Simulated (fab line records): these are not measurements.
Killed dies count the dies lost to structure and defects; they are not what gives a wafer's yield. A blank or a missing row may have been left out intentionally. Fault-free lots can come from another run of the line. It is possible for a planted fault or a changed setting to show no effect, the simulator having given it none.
Comparing a struck lot with a sound one / flow nand harc / 13 out of 1302 route steps
Sound: wafers L447.1, L447.4, L447.5. Struck: wafers L439.4, L439.5, L439.6. The cause is given at the end.
For every step that has rows: the tool of each side, followed by ch and its chambers, followed by its first start. Under that, the readings that differ: sound wafers / struck wafers / difference of the means / sigmas: that difference in standard deviations of wafers without a fault.
alike: readings whose means differ by less than 2 such deviations, and words and numbers that are the same on both sides. not compared: withheld readings, readings that some wafer has no value for, bounds like >300 that may hide the same value, and numbers for which the record gives no deviation and whose values overlap.
The two part at a step that has a row with sigmas, a row that says differs or no value, or rows on one side only. Numbers that don't overlap but have no deviation are shown without sigmas and don't part them. A reading missing from all wafers of one side parts the sides only when that side holds two or more wafers.

NHARC_A_STAIRCASE_TRIM_235: chemistry O2, time 211.2 s.
  sound on rie diel-03 ch 1,2,3; struck on rie diel-04 ch 0,1,3
  alike: drypump motor current A, mfc ar sccm, oes product au, rf vpp V, showerhead plenum p Torr, throttle valve pct
  not compared: rf hours counter h
NHARC_A_STAIRCASE_ETCH_236: etches the open film in C4F8/O2, target depth 100 nm, time 40.5 s.
  sound on rie diel-03 ch 0,1; struck on rie diel-04 ch 2,3
  alike: oes product au, rf fwd power W, rf vpp V
  not compared: rf hours counter h
NHARC_A_STAIRCASE_STRIP_238: strips in O2.
  sound on plasma asher-02 ch 0,1, day 22 00:52; struck on plasma asher-02 ch 0,1, day 19 02:49
  alike: drypump motor current A, heater power w
  not compared: rf hours counter h
then, 8 steps without rows for these wafers: NHARC_A_STAIRCASE_STRIP_239 (strips in SPM, time 900 s); NHARC_A_STAIRCASE_PRECLEAN_240 (cleans in SC1); NHARC_A_STAIRCASE_SRD_241; NHARC_A_STAIRCASE_DEHYDRATE_242 (time 120 s); NHARC_A_STAIRCASE_HMDS_243 (time 30 s); NHARC_A_STAIRCASE_COAT_244; NHARC_A_STAIRCASE_SOFTBAKE_245 (time 170 s); NHARC_A_STAIRCASE_EBR_246.
NHARC_A_STAIRCASE_EXPOSE_247: exposes mask SDS 1.
  sound on krf scanner-03 ch 0, day 22 02:01; struck on krf scanner-01 ch 0, day 19 03:52
reading=model.A_STAIRCASE.overlay x nm (nm); sound=0.2037 0.2037 0.2037; struck=69.73 69.73 69.73; difference=+69.53; sigmas=
  alike: mask, focus offset nm
then, 1 step without rows for these wafers: NHARC_A_STAIRCASE_PEB_248 (peb time 130 s).

## WHERE THEY PART
Nowhere in this record.

WHY: what had been put in by the simulator
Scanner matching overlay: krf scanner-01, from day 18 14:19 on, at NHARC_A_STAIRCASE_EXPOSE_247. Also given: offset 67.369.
